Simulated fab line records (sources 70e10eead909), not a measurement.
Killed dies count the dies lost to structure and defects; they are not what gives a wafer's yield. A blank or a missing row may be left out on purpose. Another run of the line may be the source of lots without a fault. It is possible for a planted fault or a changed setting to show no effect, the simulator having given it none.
Which tool did it? | flow nand_harc | 12 lots, 36 wafers sampled, at 2 steps of a route of 1159

## WHAT EACH GAUGE READ, for each wafer
NHARC_A_M1_OVL_MEAS_10: pitch 240 nm.
lot  | measured     | on         | overlay_x_nm (nm) | overlay_y_nm (nm)
L883 | day 17 19:57 | overlay-02 | 0.7 0.8 0.8       | 0.3 0.6 1.0
L886 | day 17 23:07 | overlay-01 | -0.4 -0.3 -0.9    | 0.6 0.8 0.7
L884 | day 18 06:08 | overlay-02 | 0.7 0.2 0.8       | 0.6 0.4 0.1
L885 | day 18 07:25 | overlay-02 | 0.5 0.1 0.5       | -0.2 0.2 0.3
L887 | day 18 19:03 | overlay-01 | 1.1 1.3 1.0       | 0.6 1.2 1.0
L889 | day 18 23:49 | overlay-01 | 1.6 1.7 1.8       | -1.0 -0.7 -0.9
L888 | day 19 00:45 | overlay-02 | -1.0 -1.2 -1.0    | 1.1 0.6 0.5
L890 | day 19 11:07 | overlay-01 | -0.3 -0.9 -0.9    | -0.1 0.3 0.6
L891 | day 19 21:17 | overlay-02 | 0.2 0.6 0.8       | 0.4 0.4 0.4
L892 | day 19 22:01 | overlay-02 | 0.2 -1.0 -0.1     | 0.0 -1.0 0.3
L901 | day 22 00:00 | overlay-01 | 0.4 1.0 0.2       | 0.3 0.8 0.7
L900 | day 22 14:47 | overlay-02 | 1.0 0.8 0.4       | -0.5 -0.7 -0.4

NHARC_A_M1_INSPECT_11.
lot  | measured     | on                | raw_defect_count
L883 | day 17 20:00 | defect_inspect-02 | 6 13 8
L886 | day 17 23:10 | defect_inspect-01 | 15 9 12
L884 | day 18 06:11 | defect_inspect-01 | 25 39 19
L885 | day 18 07:27 | defect_inspect-02 | 5 11 8
L887 | day 18 19:05 | defect_inspect-02 | 32 34 42
L889 | day 18 23:50 | defect_inspect-02 | 21 31 29
L888 | day 19 00:47 | defect_inspect-02 | 18 20 21
L890 | day 19 11:09 | defect_inspect-01 | 30 20 23
L891 | day 19 21:20 | defect_inspect-02 | 20 26 18
L892 | day 19 22:04 | defect_inspect-02 | 26 30 35
L901 | day 22 00:02 | defect_inspect-02 | 33 27 26
L900 | day 22 14:49 | defect_inspect-01 | 42 37 35

## WHAT TOOL EACH LOT RAN ON (gives the tool, then ch and the chambers of the sampled wafers, and finally the start)
No process step before these readings appears in the record.

## WHAT THE TOOLS THEMSELVES READ (means of the sampled wafers that have a number; where no wafer has one, the mark that the record gives instead)
The record holds no such reading with a usual standard deviation.

## THE ANSWER, worked out from the rows above alone
Rule: usual is defined by the lots themselves. Put in order of their means at a reading, lots are off if they are a third of the lots or fewer, leave a main group of 4 or more, and stand apart from it by a gap of 3 or more times the standard deviation of the main group's means; of several such gaps the widest counts. Not used: any main group whose means are identical at the precision the tables above print for the reading. A lot without any number at a reading at which 4 lots or more have one is off too. Where the step has rows for the other lots, those lots are counted as sound. After the gauges, taken in route order, come the tools' own readings; for these a lot's mean is taken, as printed above. The first step at which some lot is off is used, and at that step the reading that is off furthest; a lot without a number counts as furthest.
Nothing can be told from this: no lot is off at any reading shown.

## WHAT WAS PUT IN BY THE SIMULATOR
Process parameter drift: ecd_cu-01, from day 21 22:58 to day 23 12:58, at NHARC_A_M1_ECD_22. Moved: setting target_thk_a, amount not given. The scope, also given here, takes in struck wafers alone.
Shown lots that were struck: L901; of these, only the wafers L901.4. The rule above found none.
